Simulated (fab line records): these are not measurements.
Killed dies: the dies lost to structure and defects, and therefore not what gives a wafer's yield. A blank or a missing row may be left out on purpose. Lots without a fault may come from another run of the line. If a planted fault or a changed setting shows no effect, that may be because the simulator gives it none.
Split-lot study | flow n5 finfet | 21 wafers read from 7 lots, route of 1938 steps

SPLIT DETAILS
At N5_BEOL_M9_ETCH_62 (etches SOC in N2/H2, target depth 110 nm, overetch 22 nm, time 165 s), the setting time s was moved away from the recipe's 165 s on 5 of the 21 wafers read, by -16.3% to +7.6%. All remaining wafers had this setting at the recipe value.

The reading is taken at the split's own step.

THE READING
SiARC_of_BEOL_M9_COAT_60.thk nm (the simulator's own value, which no gauge read), in nm, at N5_BEOL_M9_ETCH_62 (etches SOC in N2/H2, target depth 110 nm, overetch 22 nm, time 165 s). No usual value for it is given in the file. Average 23.5 nm, standard deviation 0.16 nm, over the 16 wafers here run with the recipe.

wafer  | tool, chamber at the split | time s as run, s | against the recipe | SiARC_of_BEOL_M9_COAT_60.thk nm, nm | against lot-mates on the recipe
L074.1 | rie diel-05, 0             | 165              | recipe             | 23.4                                | -
L074.2 | rie diel-05, 2             | 165              | recipe             | 23.6                                | -
L074.4 | rie diel-05, 1             | 177.5            | +7.6%              | 22.8                                | -0.7
L076.4 | rie diel-04, 0             | 165              | recipe             | 23.8                                | -
L076.5 | rie diel-04, 1             | 165              | recipe             | 23.4                                | -
L076.6 | rie diel-04, 2             | 138.1            | -16.3%             | 24.6                                | +1.0
L078.2 | rie diel-03, 3,0           | 165              | recipe             | 23.4                                | -
L078.6 | rie diel-03, 3,0           | 165              | recipe             | 23.4                                | -
L078.4 | rie diel-03, 2             | 165              | recipe             | 23.6                                | -
L084.2 | rie diel-03, 0             | 165              | recipe             | 23.4                                | -
L084.5 | rie diel-03, 1,0           | 165              | recipe             | 23.6                                | -
L084.6 | rie diel-03, 1,0           | 165              | recipe             | 23.6                                | -
L087.1 | rie diel-05, 0             | 165              | recipe             | 23.2                                | -
L087.5 | rie diel-05, 3             | 165              | recipe             | 23.4                                | -
L087.6 | rie diel-05, 2             | 141              | -14.5%             | 24.4                                | +1.1
L090.1 | rie diel-03, 2,3           | 150.7            | -8.7%              | 24.2                                | +0.4
L090.3 | rie diel-03, 2,3           | 150.7            | -8.7%              | 24.2                                | +0.4
L090.6 | rie diel-03, 1             | 165              | recipe             | 23.8                                | -
L095.2 | rie diel-05, 1,3,2         | 165              | recipe             | 23.4                                | -
L095.4 | rie diel-05, 1,3,2         | 165              | recipe             | 23.4                                | -
L095.6 | rie diel-05, 1,3,2         | 165              | recipe             | 23.4                                | -
The file does not say which wafer passed through which chamber wherever a row lists several chambers: such a row stands for several wafers.

FIT RESULTS
A straight line over all 21 wafers: SiARC_of_BEOL_M9_COAT_60.thk nm changes by -0.0719 nm for each +1% of time s; r = -0.93; the points scatter about the line by 0.15 nm.
The same after taking each lot's own level away (the mean of its wafers on the recipe; 21 wafers): -0.0664 nm for each +1%; r = -0.95; scatter 0.12 nm.
The reading moves by 1.1 nm for the largest change in time s, on that fit.
The span of the lots' own levels, 23.30 to 23.80 nm, comes to 3.2 times the standard deviation stated above.
Hence the lot-to-lot level has little effect on the slope; both slopes agree.
Check: for one of the wafers moved furthest among these (-16.3%), held out of the fit, the line's prediction against its lot-mates is +1.1 nm. Against them it came out at +1 nm.

THE OTHER SPLITS THESE WAFERS WENT THROUGH
Before the reading, these wafers also passed through other splits. Each is held against what the fit with the lots' levels taken away leaves over:
other split on the same wafers     | wafers away from the commonest value | r with SiARC_of_BEOL_M9_COAT_60.thk nm (lot level and that fit taken away)
N5_BEOL_M5_COAT_65 spin rpm        | 7                                    | +0.32
N5_BEOL_M6_COAT_22 spin rpm        | 7                                    | +0.46
N5_BEOL_M6_EXPOSE_25 dose mj       | 9                                    | +0.00
N5_BEOL_M7_PECVD_70 temp c         | 8                                    | -0.36
N5_BEOL_M7_VIA_ETCH_34 source w    | 7                                    | -0.14
N5_BEOL_M7_ETCH_41 source w        | 3                                    | +0.35
N5_BEOL_M8_TRENCH_ETCH_37 source w | 12                                   | -0.02

THE FILE'S OWN FIT
SiARC_of_BEOL_M9_COAT_60.thk nm changes by -0.0673 nm for each +1% of time s, r = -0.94.
